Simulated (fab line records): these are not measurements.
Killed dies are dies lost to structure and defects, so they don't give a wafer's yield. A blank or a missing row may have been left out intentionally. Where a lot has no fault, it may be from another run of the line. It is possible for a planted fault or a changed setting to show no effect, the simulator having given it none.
A lot that was struck, set against a sound lot || flow nand-harc || 14 steps out of a route of 1159
Sound: these wafers, L336.1, L336.2, L336.6. Struck: wafer L343.2. (L343.3 of the same lot was not struck and is left out.) The cause comes at the end.
For every step that has rows: the tool of each side, followed by ch and its chambers, followed by its first start. Under that, the readings that differ: sound wafers || struck wafers || difference of the means || sigmas: that difference in standard deviations of wafers without a fault.
alike: readings with means less than 2 such deviations apart, plus words and numbers identical on both sides. not compared: withheld readings, readings lacking a value on some wafer, bounds such as >300 that could conceal the same value, and numbers that have no deviation in the record and whose values overlap.
The two part at a step that has a row with sigmas, a row that says differs or no value, or rows on one side only. When numbers do not overlap yet have no deviation, they are printed without sigmas and do not part them. A reading that every wafer of one side lacks parts them only if that side has two wafers or more.

NHARC_A_ZERO_WELL_INSPECT_17:
  sound: defect-inspect-02 at day 7 23:32; struck: defect-inspect-02 at day 9 21:35
  alike: raw-defect-count
then, 3 steps without rows for these wafers: NHARC_A_SOURCE_PLATE_PRECLEAN_00 (cleans in HF-LAST, time 60 s); NHARC_A_SOURCE_PLATE_SRD_01; NHARC_A_SOURCE_PLATE_OXIDE_02 (material SiO2, target thk 10 nm, ox time 1362 s).
NHARC_A_SOURCE_PLATE_THK_MEAS_09: measures by ellipsometry.
  sound: film-metro-02 at day 8 06:16; struck: film-metro-01 at day 10 07:01
  alike: thk-nm
then, 3 steps without rows for these wafers: NHARC_A_SOURCE_PLATE_PVD_04 (deposits WSi2, target thk 50 nm); NHARC_A_SOURCE_PLATE_CVD_03 (deposits poly-Si, target thk 200 nm, time 4000 s); NHARC_A_SOURCE_PLATE_ANNEAL_05 (time 1800 s).
NHARC_A_SOURCE_PLATE_THK_MEAS_06: measures by ellipsometry.
  sound: film-metro-02 at day 8 21:06; struck: film-metro-01 at day 10 21:31
  alike: thk-nm
NHARC_A_SOURCE_PLATE_INSPECT_08:
  sound: defect-inspect-02 at day 8 21:11; struck: defect-inspect-02 at day 10 21:34
  alike: raw-defect-count
NHARC_A_ONON_D1_DEP_00: target thk 1000 nm.
  sound on pecvd-onon-01 ch 0, day 8 21:15; struck on pecvd-onon-03 ch 0, day 10 21:42
  alike: n2o-flow-sccm, nh3-flow-sccm
NHARC_A_ONON_D1_THK_MEAS_02: measures by ellipsometry.
  sound: film-metro-01 at day 8 21:46; struck: film-metro-01 at day 10 22:09
{"reading": "thk-nm (nm)", "sound": "1014 1014 1014", "struck": 758, "difference": -256, "sigmas": -37}
then, 2 steps without rows for these wafers: NHARC_A_ONON_D1_DEP_03 (target thk 1000 nm); NHARC_END_SORT_01.

== WHERE THEY PART ==
NHARC_A_ONON_D1_THK_MEAS_02 only, going by this record.

WHY: what had been put in by the simulator
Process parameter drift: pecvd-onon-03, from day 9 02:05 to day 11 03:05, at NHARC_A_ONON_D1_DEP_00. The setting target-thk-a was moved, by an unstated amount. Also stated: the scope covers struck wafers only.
